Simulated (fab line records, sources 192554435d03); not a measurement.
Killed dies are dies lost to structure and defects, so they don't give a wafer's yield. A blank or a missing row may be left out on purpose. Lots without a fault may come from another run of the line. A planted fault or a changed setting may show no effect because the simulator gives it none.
Split-lot experiment | flow n5_finfet | 7 lots, 21 wafers read, on a route of 1938 steps

THE SPLIT
At N5_SDB_COAT_03 (time 60 s, resist thk 100 nm), the setting spin_rpm was moved away from the recipe's 1500 rpm on 7 of the 21 wafers read, by -9.3% to -6.7%. The other wafers ran this setting at the recipe's value.

FROM THE SPLIT TO THE READING: what the file shows between them, 4 steps
- N5_SDB_COAT_04: time 60 s, resist thk 18 nm
- N5_SDB_COAT_05: resist thk 90 nm
- N5_SDB_DESCUM_16: chemistry O2, time 7.9 s
- N5_SDB_ETCH_17: etches SiARC in CF4, target depth 23.4 nm, time 39 s

THE READING
etch.depth_nm (the simulator's own value, which no gauge read), in nm, at N5_SDB_ETCH_18 (etches SOC in N2/H2, target depth 100 nm, overetch 20 nm, time 150 s). The file gives no usual value for it. The 14 wafers here that ran the recipe average 100.53 nm, standard deviation 0.27 nm.

wafer  | tool, chamber at the split | spin_rpm as run, rpm | against the recipe | etch.depth_nm, nm | against lot-mates on the recipe
L074.1 | litho_track-01, 0          | 1364                 | -9.1%              | 105.8             | +5.30
L074.6 | litho_track-01, 0          | 1364                 | -9.1%              | 105.8             | +5.30
L074.2 | litho_track-01, 0          | 1500                 | recipe             | 100.5             | -
L075.1 | litho_track-05, 0          | 1500                 | recipe             | 100.6             | -
L075.3 | litho_track-05, 0          | 1500                 | recipe             | 100.3             | -
L075.4 | litho_track-05, 0          | 1500                 | recipe             | 100.5             | -
L084.1 | litho_track-03, 0          | 1500                 | recipe             | 99.98             | -
L084.3 | litho_track-03, 0          | 1360                 | -9.3%              | 105.3             | +5.32
L084.5 | litho_track-03, 0          | 1360                 | -9.3%              | 105               | +5.02
L088.1 | litho_track-01, 0          | 1500                 | recipe             | 100.7             | -
L088.2 | litho_track-01, 0          | 1500                 | recipe             | 100.4             | -
L088.5 | litho_track-01, 0          | 1500                 | recipe             | 100.6             | -
L089.1 | litho_track-03, 0          | 1400                 | -6.7%              | 103.6             | no lot-mate on the recipe
L089.2 | litho_track-03, 0          | 1400                 | -6.7%              | 103.5             | no lot-mate on the recipe
L089.6 | litho_track-03, 0          | 1400                 | -6.7%              | 103.1             | no lot-mate on the recipe
L091.1 | litho_track-05, 0          | 1500                 | recipe             | 100.9             | -
L091.4 | litho_track-05, 0          | 1500                 | recipe             | 100.9             | -
L091.6 | litho_track-05, 0          | 1500                 | recipe             | 101               | -
L095.1 | litho_track-05, 0          | 1500                 | recipe             | 100.3             | -
L095.3 | litho_track-05, 0          | 1500                 | recipe             | 100.3             | -
L095.5 | litho_track-05, 0          | 1500                 | recipe             | 100.5             | -

THE FIT
A straight line over all 21 wafers: etch.depth_nm changes by -0.51 nm for each +1% of spin_rpm; r = -0.98; the points scatter about the line by 0.39 nm.
The same after taking each lot's own level away (the mean of its wafers on the recipe; 18 wafers): -0.569 nm for each +1%; r = -1.00; scatter 0.13 nm.
On that fit, the largest move of spin_rpm shifts the reading by 5.3 nm.
The lots' own levels span 99.980 to 100.933 nm, that is 3.5 times the standard deviation above.
So the lot-to-lot level changes the slope: the two fits differ.
Check: with one of the wafers moved furthest among these (-9.3%) left out of the fit, the line predicts +5.3 nm for it against its lot-mates. It came out at +5.32 nm against them.

OTHER SPLITS ON THESE WAFERS
These wafers also went through other splits before the reading. Each is held against what the fit with the lots' levels taken away leaves over:
other split on the same wafers | wafers away from the commonest value | r with etch.depth_nm (lot level and that fit taken away)
N5_SD_EPI_P_ETCH_37 source_w   | 11                                   | -0.46

THE WHOLE CHAIN: every reading that the file lists as answering this split, in the file's order
step            | what it does                                                         | reading                                                                    | change (the file's fit)               | r (the file's)
N5_SDB_COAT_03  | time 60 s, resist thk 100 nm                                         | SOC_of_SDB_COAT_03.thk_nm (the simulator's own value, which no gauge read) | -0.565 nm for each +1% of the setting | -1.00
N5_SDB_ETCH_18  | etches SOC in N2/H2, target depth 100 nm, overetch 20 nm, time 150 s | etch.depth_nm (the simulator's own value, which no gauge read)             | -0.566 nm for each +1% of the setting | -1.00
N5_SDB_STRIP_22 | strips in N2/H2                                                      | strip_time_to_endpoint_s                                                   | withheld for each +1% of the setting  | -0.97

THE FILE'S OWN FIT
etch.depth_nm changes by -0.566 nm for each +1% of spin_rpm, r = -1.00.
